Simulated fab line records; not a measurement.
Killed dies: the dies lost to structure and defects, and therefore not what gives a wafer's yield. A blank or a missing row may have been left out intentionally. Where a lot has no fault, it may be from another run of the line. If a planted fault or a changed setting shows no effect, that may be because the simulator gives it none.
A lot that was struck, set against a sound lot	flow n5_finfet	24 out of 1938 route steps
Sound: the wafers L323.1, L323.3, L323.4. Struck: wafers L319.2, L319.3, L319.4. The cause comes at the end.
At each step with rows: each side's tool, then ch and its chambers, then its first start. Under that, the readings that differ: sound wafers	struck wafers	difference of the means	sigmas: that difference in standard deviations of wafers without a fault.
alike: readings whose means differ by less than 2 such deviations, and words and numbers that are the same on both sides. not compared: withheld readings, readings that some wafer has no value for, bounds like >300 that may hide the same value, and numbers for which the record gives no deviation and whose values overlap.
The two part at a step that has a row with sigmas, a row that says differs or no value, or rows on one side only. Numbers that have no deviation but don't overlap get no sigmas and don't part them. A reading missing from all wafers of one side parts the sides only when that side holds two or more wafers.

first, 1 step without rows for these wafers: N5_BEOL_M4_DEP_57 (deposits SiCN from 3MS/NH3, target thk 8 nm, time 14 s).
N5_BEOL_M4_RS_MEAS_58: measurement is done with a four-point probe.
  sound on film_metro-01, day 11 09:39; struck on film_metro-01, day 11 08:34
  alike: M4_RS
N5_BEOL_M4_INSPECT_59: inspects for defects (darkfield).
  sound on defect_inspect-02, day 11 09:41; struck on defect_inspect-02, day 11 08:35
  alike: raw_defect_count
N5_BEOL_M4_RC_MEAS_101:
  sound on prober-01 ch 0, day 11 09:43; struck on prober-01 ch 0, day 11 08:46
  alike: DIBL_N, DIBL_P, IOFF_N, IOFF_P, ION_N, ION_P, SS_N, SS_P, VT_N, VT_P
N5_BEOL_M5_ILD_DEP_00: deposits SiCOH lowk from DEMS/porogen, target thk 140.64 nm, time 25.9 s.
  sound on pecvd-03 ch 1,2, day 11 10:41; struck on pecvd-03 ch 0,1,2, day 11 09:35
  alike: heater_power_w, showerhead_plenum_p_Torr, throttle_valve_pct
N5_BEOL_M5_CURE_79: cures SiCOH lowk, time 240 s.
  sound on uv_cure-03 ch 1, day 11 10:53; struck on uv_cure-01 ch 2, day 11 09:43
reading	sound	struck	difference	sigmas
lamp_power_pct (%)	52.36 52.27 52.33	52.12 52.21 52.26	-0.12	-2
  alike: wafer_temp_C_max
N5_BEOL_M5_THK_MEAS_01:
  sound on film_metro-02, day 11 11:24; struck on film_metro-01, day 11 10:09
  alike: M5_ILD_THK
N5_BEOL_M5_PECVD_70: deposits SiO2 from TEOS/O2, target thk 16 nm, time 18 s.
  sound on pecvd-02 ch 0,1, day 11 11:26; struck on pecvd-03 ch 0,1,2, day 11 10:11
  alike: heater_power_w, showerhead_plenum_p_Torr, throttle_valve_pct
N5_BEOL_M5_HM_DEP_02: deposits TiN, target thk 20 nm.
  sound on pvd_sputter-01, day 11 12:08; struck on pvd_sputter-03, day 11 11:49
  alike: throttle_valve_pct
then, 3 steps without rows for these wafers: N5_BEOL_M5_COAT_59 (time 60 s, resist thk 60 nm); N5_BEOL_M5_COAT_60 (time 60 s, resist thk 12 nm); N5_BEOL_M5_COAT_71 (time 60 s, resist thk 5 nm).
N5_BEOL_M5_COAT_05: resist thk 30 nm.
  sound on litho_track-03 ch 0, day 11 12:16; struck on litho_track-01 ch 0, day 11 11:56
reading	sound	struck	difference	sigmas
spin_speed_rpm (rpm)	1499.4 1499.0 1499.5	1556.0 1555.3 1555.3	+56.2	+64
model.CAR-EUV_of_BEOL_M5_COAT_05.thk_nm (nm)	30 30 30	29.6 29.6 29.6	-0.4	
  alike: chill_plate_temp_C
then, 5 steps without rows for these wafers: N5_BEOL_M5_EBR_07; N5_BEOL_M5_SOFTBAKE_06 (time 60 s); N5_BEOL_M5_EXPOSE_08 (exposes mask M5, target cd 28 nm); N5_BEOL_M5_PEB_09 (peb time 60 s); N5_BEOL_M5_DEVELOP_10 (develop time 30 s).
N5_BEOL_M5_CD_MEAS_11: the cd target is 27.74 nm.
  sound on cd_sem-02 ch 0, day 11 12:43; struck on cd_sem-03 ch 0, day 11 12:19
  alike: cd_nm
N5_BEOL_M5_OVL_MEAS_12:
  sound on overlay-02 ch 0, day 11 12:44; struck on overlay-01 ch 0, day 11 12:22
  alike: M5_OVL
N5_BEOL_M5_INSPECT_13: inspects for defects (brightfield).
  sound on defect_inspect-02, day 11 12:48; struck on defect_inspect-01, day 11 12:25
  alike: raw_defect_count
N5_BEOL_M5_DESCUM_16: chemistry O2, time 7 s.
  sound on rie_diel-06 ch 0,1,2, day 11 12:54; struck on rie_diel-06 ch 0,1,2, day 11 12:28
reading	sound	struck	difference	sigmas
model.CAR-EUV_of_BEOL_M5_COAT_05.thk_nm (nm)	26 26.2 26	25.6 25.6 25.6	-0.5	
  alike: drypump_motor_current_A, oes_product_au, rf_vpp_V, showerhead_plenum_p_Torr, throttle_valve_pct
  not compared: rf_hours_counter_h
N5_BEOL_M5_ETCH_72: etches underlayer in N2/H2, target depth 6.5 nm, time 5.2 s.
  sound on rie_diel-06 ch 0,1,2, day 11 12:56; struck on rie_diel-06 ch 0,1,2, day 11 12:29
  alike: drypump_motor_current_A, etch_rf_on_time_s, h2_flow_sccm, oes_product_au, rf_vpp_V, showerhead_plenum_p_Torr, throttle_valve_pct
  not compared: rf_hours_counter_h
-- record jumps: 4 days separate the struck wafers' starts on either side; left off in module BEOL_M5, taken up again in module PASSIVATION, whose first shown step is the route's number 1936 --
N5_PASSIVATION_PROBE_49:
  sound on prober-01, day 15 10:08; struck on prober-02, day 15 23:12
reading	sound	struck	difference	sigmas
sort_bin_5_function (%)	4.4 4.5 2.5	6.7 4.5 5.8	+1.9	+2
  alike: defect_limited_yield, killed_at_M0_to_M3, killed_at_M4_up, killed_at_contacts, killed_at_front_end, killed_at_other, killed_dies, killed_open, killed_short, sort_bin_6_memory, sort_bin_8_speed, sort_n_pass, sort_yield_pct

## WHERE THEY PART
At N5_BEOL_M5_CURE_79 first; at N5_PASSIVATION_PROBE_49 last (within this record only).

WHY: the cause the simulator had injected
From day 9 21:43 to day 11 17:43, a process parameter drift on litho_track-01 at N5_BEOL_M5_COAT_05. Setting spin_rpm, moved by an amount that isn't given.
